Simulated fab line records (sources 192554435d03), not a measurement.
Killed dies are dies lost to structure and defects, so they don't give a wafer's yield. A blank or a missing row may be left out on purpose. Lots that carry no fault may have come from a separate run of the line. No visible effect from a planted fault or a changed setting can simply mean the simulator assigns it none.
Code-filled problem report in 8D (eight disciplines) form | flow n5_finfet | the parts of the form that need people (team, actions taken, sign-off) are left out

## 1. PROBLEM STATEMENT
At N5_BEOL_M13_COAT_04, spin_speed_rpm averages 1674.4 rpm over 6 wafers from 2 lots, while fault-free wafers read 1625.0 rpm, standard deviation 1.2. Measured from the usual mean, that is +41 standard deviations.
The step: resist thk 400 nm.
Earliest sighting: wafer L611.1 on litho_track-05 at day 16 04:35. The record holds 18 wafers of 6 lots with a number at this step. The rule behind "out" and "out of limits": a value lying over 4 standard deviations away from the usual mean. Any other wafer with a number is counted as sound.

## 2. WHAT IT IS, WHAT IT ISN'T
question                    | is                     | is not
which readings at this step | spin_speed_rpm         | -
which lots                  | L611, L612             | L605, L608, L617, L624
which wafers of those lots  | all that have a number | -
read on which tools         | litho_track-05         | litho_track-02
when                        | from day 16 04:35      | up to then (6 sound wafers); but 6 sound wafers of L617, L624 came after

## 3. THE SUSPECTS, EACH WITH WHAT RULES IT OUT
Counting: a tool at any process step up to the reading remains a suspect when it ran all the lots that are out and ran no sound lot after the first of those.
- pvd_sputter-02 at N5_BEOL_M12_SPUTTER_45 (material Cu, target thk 80 nm, time 13.33 s): kept. It ran every lot that is out, first L611 (day 16 03:22), and no sound lot after that.
- litho_track-05 at N5_BEOL_M13_COAT_04 (resist thk 400 nm): kept. All lots that are out passed through it, beginning with L611 at day 16 04:35, and no sound lot followed; its final sound lot before that point was L605 at day 12 20:30. On those wafers its own readings are out: spin_speed_rpm.
After counting, pvd_sputter-02 at N5_BEOL_M12_SPUTTER_45 and litho_track-05 at N5_BEOL_M13_COAT_04 remain.

## 4. THE CAUSE (what the simulator had put in)
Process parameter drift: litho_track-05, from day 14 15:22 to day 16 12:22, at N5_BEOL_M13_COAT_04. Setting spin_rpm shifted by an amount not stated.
After counting, 2 suspects remain, this tool included.

## 5. THE CHAIN OF EFFECTS, in route order
Rows list readings where the struck wafers' mean (over those with a number) sits beyond 3 standard deviations from the usual. Only readings for which the record gives a usual standard deviation are gone through. hours: the time from each lot's start at the first step in this table that gives one to its start at this step, as a median over the lots. sigmas: the change in usual standard deviations.
hours | step                | reading        | usual      | on struck wafers | change | sigmas
0     | N5_BEOL_M13_COAT_04 | spin_speed_rpm | 1625.0 rpm | 1674.4           | +49.4  | +41
Process steps it contains:
- N5_BEOL_M13_COAT_04: resist thk 400 nm.
At these later measuring or inspecting steps, every struck wafer for which the step has a row has a number for every such reading, and none has moved that far: N5_BEOL_M13_CD_MEAS_10, N5_BEOL_M13_OVL_MEAS_11, N5_BEOL_M13_INSPECT_12.

## 6. WHAT WOULD HAVE CAUGHT IT SOONER
The fault began at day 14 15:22; the first out-of-limits reading in this record came at day 16 04:35, 37 hours later.
